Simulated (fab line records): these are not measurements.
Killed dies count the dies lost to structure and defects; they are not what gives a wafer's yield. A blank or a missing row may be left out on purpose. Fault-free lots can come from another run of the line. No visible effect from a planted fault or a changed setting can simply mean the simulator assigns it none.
A lot that was struck, set against a sound lot / flow nandHarc / 24 out of 1302 route steps
Sound: these wafers, L464.2, L464.4, L464.6. The struck wafers were L474.4, L474.5, L474.6. The cause is named last.
Each step with rows lists, per side, the tool, then ch with its chambers, then its first start. Under that, the readings that differ: sound wafers / struck wafers / difference of the means / sigmas: that difference in standard deviations of wafers without a fault.
alike: same words and numbers on both sides, and readings whose means sit less than 2 such deviations apart. not compared: any withheld reading, any reading some wafer has no value for, any bound like >300 that may hide the same value, and any number with overlapping values for which the record gives no deviation.
A row with sigmas, a row that says differs or no value, or rows on one side alone: a step with any of these is where the two part. Numbers that have no deviation but don't overlap get no sigmas and don't part them. Lack of a reading on every wafer of one side parts them only where that side has two or more wafers.

NHARC_A_M0_INSPECT_27:
  sound on defectInspect-02 at day 26 04:42; struck on defectInspect-01 at day 30 11:35
  alike: rawDefectCount
NHARC_A_M0_PRE_CLEAN_31: time 12 s.
  sound on pecvd-04 ch 0,1,2, day 26 04:46; struck on pecvd-04 ch 0,1,2, day 30 11:42
  alike: heaterPowerW
NHARC_A_M0_DEP_32: deposits SiCN, target thk 30 nm.
  sound on pecvd-04 ch 0,1,2, day 26 04:50; struck on pecvd-04 ch 0,1,2, day 30 11:52
  alike: heaterPowerW
then, 8 steps without rows for these wafers: NHARC_A_M1_DEP_00 (deposits SiOC, target thk 182.5 nm); NHARC_A_M1_DEHYDRATE_01 (time 120 s); NHARC_A_M1_HMDS_02 (time 30 s); NHARC_A_M1_COAT_34 (time 65 s); NHARC_A_M1_COAT_03 (resist thk 90 nm); NHARC_A_M1_SOFTBAKE_04 (time 55 s); NHARC_A_M1_EBR_05; NHARC_A_M1_EXPOSE_06 (exposes mask A M1, target cd 120 nm).
NHARC_A_M1_PEB_07: peb time 65 s.
  sound on lithoTrack-01 ch 0, day 26 05:53; struck on lithoTrack-01 ch 0, day 30 12:54
  alike: resistLineTempC
then, 1 step without rows for these wafers: NHARC_A_M1_DEVELOP_08 (develop time 35 s).
NHARC_A_M1_CD_MEAS_09 targets a cd of 120 nm.
  sound on cdSem-03 ch 0, day 26 05:58; struck on cdSem-01 ch 0
reading=cdNm (nm); sound=120.9 119.9 120.6; struck=123.3 122.7 122.3; difference=+2.3; sigmas=+4
  not compared: hold
NHARC_A_M1_OVL_MEAS_10: pitch 240 nm.
  sound on overlay-02 at day 26 06:03; struck on overlay-02 at day 30 15:29
reading=hold; sound=- - -; struck=awaitDispo/2.2h/release awaitDispo/2.2h/release awaitDispo/2.2h/release; difference=no value on the sound wafers; sigmas=
  alike: overlayXNm, overlayYNm
NHARC_A_M1_INSPECT_11:
  sound on defectInspect-02 at day 26 06:05; struck on defectInspect-02 at day 30 15:31
  alike: rawDefectCount
NHARC_A_M1_DESCUM_14: chemistry O2, time 3 s.
  sound on rieDiel-09 ch 1,2,3, day 26 06:10; struck on rieDiel-09 ch 0,2,3, day 30 15:35
reading=model.A_M1.cdNm (nm); sound=120.8 120.5 121.2; struck=123.5 122.7 122.9; difference=+2.2; sigmas=
  alike: drypumpMotorCurrentA, oesProductAu, rfVppV, showerheadPlenumPTorr, throttleValvePct
  not compared: rfHoursCounterH
NHARC_A_M1_ETCH_35: etches the open film in N2/H2, target depth 40 nm, overetch 12 nm, time 43.94 s.
  sound on rieDiel-09 ch 1,3, day 26 06:15; struck on rieDiel-09 ch 0,1,3, day 30 15:40
  alike: drypumpMotorCurrentA, oesProductAu, rfVppV, showerheadPlenumPTorr, throttleValvePct
  not compared: rfHoursCounterH
NHARC_A_M1_ETCH_15: etches the open film in C4F8/Ar, target depth 182.5 nm, time 91.2 s.
  sound: rieDiel-09 ch 1,3; struck: rieDiel-09 ch 0,1,3
  alike: oesProductAu, rfVppV
  not compared: rfHoursCounterH
NHARC_A_M1_CD_MEAS_16:
  sound on cdSem-01 at day 26 06:30; struck on cdSem-03 at day 30 16:04
reading=cdNm (nm); sound=119.9 120.4 120.5; struck=123.6 122.3 123.2; difference=+2.8; sigmas=+4
  not compared: hold
NHARC_A_M1_STRIP_18: strips in N2/H2.
  sound on rieDiel-11 ch 0,1, day 26 06:35; struck on rieDiel-11 ch 0,1,2, day 30 17:49
reading=hold; sound=- - -; struck=awaitDispo/1.6h/release awaitDispo/1.6h/release awaitDispo/1.6h/release; difference=no value on the sound wafers; sigmas=
  alike: drypumpMotorCurrentA, oesProductAu, rfVppV, showerheadPlenumPTorr, throttleValvePct
  not compared: rfHoursCounterH
NHARC_A_M1_ETCH_28: etches the open film in CF4/N2, target depth 30 nm, time 72.99 s.
  sound: rieDiel-11 ch 0,1,3; struck: rieDiel-11 ch 0,3
reading=model.A_M1.cdNm (nm); sound=119.7 120.1 120.2; struck=123.5 121.7 123.1; difference=+2.8; sigmas=
  alike: cf4FlowSccm, drypumpMotorCurrentA, oesProductAu, rfVppV, showerheadPlenumPTorr, throttleValvePct
  not compared: rfHoursCounterH
then, 1 step without rows for these wafers: NHARC_A_M1_STRIP_19 (strips in post etch residue remover, time 600 s).
NHARC_END_SORT_01:
  only the struck wafers appear in the record here, on prober-01 ch 0 at day 32 12:32; the sound ones have no rows

== WHERE THEY PART ==
First at NHARC_A_M1_CD_MEAS_09; last, within this record, at NHARC_END_SORT_01.

WHY: what the simulator had put in
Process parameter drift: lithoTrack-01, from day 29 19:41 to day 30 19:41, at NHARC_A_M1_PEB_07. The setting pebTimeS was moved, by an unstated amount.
